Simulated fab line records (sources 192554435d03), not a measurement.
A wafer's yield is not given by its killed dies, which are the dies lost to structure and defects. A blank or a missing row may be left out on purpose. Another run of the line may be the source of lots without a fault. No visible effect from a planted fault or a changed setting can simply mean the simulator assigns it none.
A lot that was struck, set against a sound lot | flow n5-finfet | 37 out of 1938 route steps
Sound: these wafers, L523.1, L523.3, L523.4. Struck: wafers L530.1, L530.2, L530.5. The cause is given at the end.
At each step with rows: each side's tool, then ch and its chambers, then its first start. Under that, the readings that differ: sound wafers | struck wafers | difference of the means | sigmas: that difference in standard deviations of wafers without a fault.
alike: words and numbers the same on both sides, and readings whose means are apart by under 2 such deviations; not compared: readings that were withheld, readings missing a value for some wafer, numbers with overlapping values and no deviation given by the record, and bounds like >300 which may hide the same value.
The two part at a step that has a row with sigmas, a row that says differs or no value, or rows on one side only. When numbers do not overlap yet have no deviation, they are printed without sigmas and do not part them. A reading missing from all wafers of one side parts the sides only when that side holds two or more wafers.

first, 9 steps without rows for these wafers: N5_BEOL_M4_ANNEAL_95 (time 240 s); N5_BEOL_M4_SPUTTER_96 (material Cu, target thk 4.5 nm, time 8.29 s); N5_BEOL_M4_ECD_50 (material Cu, target thk 300 nm); N5_BEOL_M4_ANNEAL_51 (time 90 s); N5_BEOL_M4_CMP_52 (polishes, stops on SiOC, t overpolish 6.8 s, target thk 40 nm); N5_BEOL_M4_PRE_CLEAN_60 (time 15 s); N5_BEOL_M4_CO_CAP_55 (material Co, precursor CCTBA/H2, target thk 2 nm, time 102.1 s); N5_BEOL_M4_PRE_CLEAN_56 (time 15 s); N5_BEOL_M4_DEP_57 (deposits SiCN from 3MS/NH3, target thk 8 nm, time 14 s).
N5_BEOL_M4_RC_MEAS_101:
  sound on prober-01 ch 0, day 10 07:11; struck on prober-02 ch 0, day 11 23:51
  alike: DIBL_N, DIBL_P, IOFF_N, IOFF_P, ION_N, ION_P, SS_N, SS_P, VT_N, VT_P
then, 24 steps without rows for these wafers: N5_BEOL_M5_ILD_DEP_00 (deposits SiCOH lowk from DEMS/porogen, target thk 140.64 nm, time 25.9 s); N5_BEOL_M5_CURE_79 (cures SiCOH lowk, time 240 s); N5_BEOL_M5_PECVD_70 (deposits SiO2 from TEOS/O2, target thk 16 nm, time 18 s); N5_BEOL_M5_HM_DEP_02 (deposits TiN, target thk 20 nm); N5_BEOL_M5_COAT_59 (time 60 s, resist thk 60 nm); N5_BEOL_M5_COAT_60 (time 60 s, resist thk 12 nm); N5_BEOL_M5_COAT_71 (time 60 s, resist thk 5 nm); N5_BEOL_M5_COAT_05 (resist thk 30 nm); N5_BEOL_M5_EBR_07; N5_BEOL_M5_SOFTBAKE_06 (time 60 s); N5_BEOL_M5_EXPOSE_08 (exposes mask M5, target cd 28 nm); N5_BEOL_M5_PEB_09 (peb time 60 s); N5_BEOL_M5_DEVELOP_10 (develop time 30 s); N5_BEOL_M5_DESCUM_16 (chemistry O2, time 7 s); N5_BEOL_M5_ETCH_72 (etches underlayer in N2/H2, target depth 6.5 nm, time 5.2 s); N5_BEOL_M5_ETCH_61 (etches SiARC in CF4, target depth 15.6 nm, time 26 s); N5_BEOL_M5_ETCH_62 (etches SOC in N2/H2, target depth 75 nm, overetch 15 nm, time 112.5 s); N5_BEOL_M5_STRIP_63 (strips in N2/H2); N5_BEOL_M5_STRIP_73 (strips in N2/H2); N5_BEOL_M5_STRIP_64 (strips in CF4); N5_BEOL_M5_HM_OPEN_17 (chemistry Cl2/BCl3, target TiN, target depth 20 nm, overetch 6 nm); N5_BEOL_M5_STRIP_19 (strips in O2); N5_BEOL_M5_COAT_65 (time 60 s, resist thk 60 nm); N5_BEOL_M5_COAT_66 (time 60 s, resist thk 12 nm).
N5_BEOL_M6_SPUTTER_48: material Cu, target thk 10 nm, time 1.667 s.
  sound on pvd-sputter-01 at day 11 00:30; struck on pvd-sputter-03 at day 12 20:55
  no value came back on the struck wafers for bias-v (V), cathode-dc-power-W (W), throttle-valve-pct (%); on the sound wafers bias-v (V) reads 61.0 60.0 60.5
N5_BEOL_M6_CMP_52: polishes, stops on SiCOH lowk, t overpolish 6.9 s, target thk 80 nm.
  sound on cmp-02 ch 1,2,3, day 11 01:04; struck on cmp-02 ch 0,2,3, day 12 21:30
  reading                | sound    | struck | difference | sigmas
  time-to-endpoint-s (s) | 64 63 62 | 2 2 2  | -61        | -17
  alike: motor-current-A, slurry-filter-dp-kPa
-- a jump in the record: the struck wafers' starts before and after are 3 days apart (it breaks off in module BEOL_M6 and resumes in module PASSIVATION, where the first step shown is number 1936 of the route) --
N5_PASSIVATION_PROBE_49:
  only the struck wafers here have rows in the record (prober-02, day 16 05:20); the sound ones have none

WHERE THEY PART
Last at N5_PASSIVATION_PROBE_49 as far as this record goes, first at N5_BEOL_M6_SPUTTER_48.

WHY: what had been put in by the simulator
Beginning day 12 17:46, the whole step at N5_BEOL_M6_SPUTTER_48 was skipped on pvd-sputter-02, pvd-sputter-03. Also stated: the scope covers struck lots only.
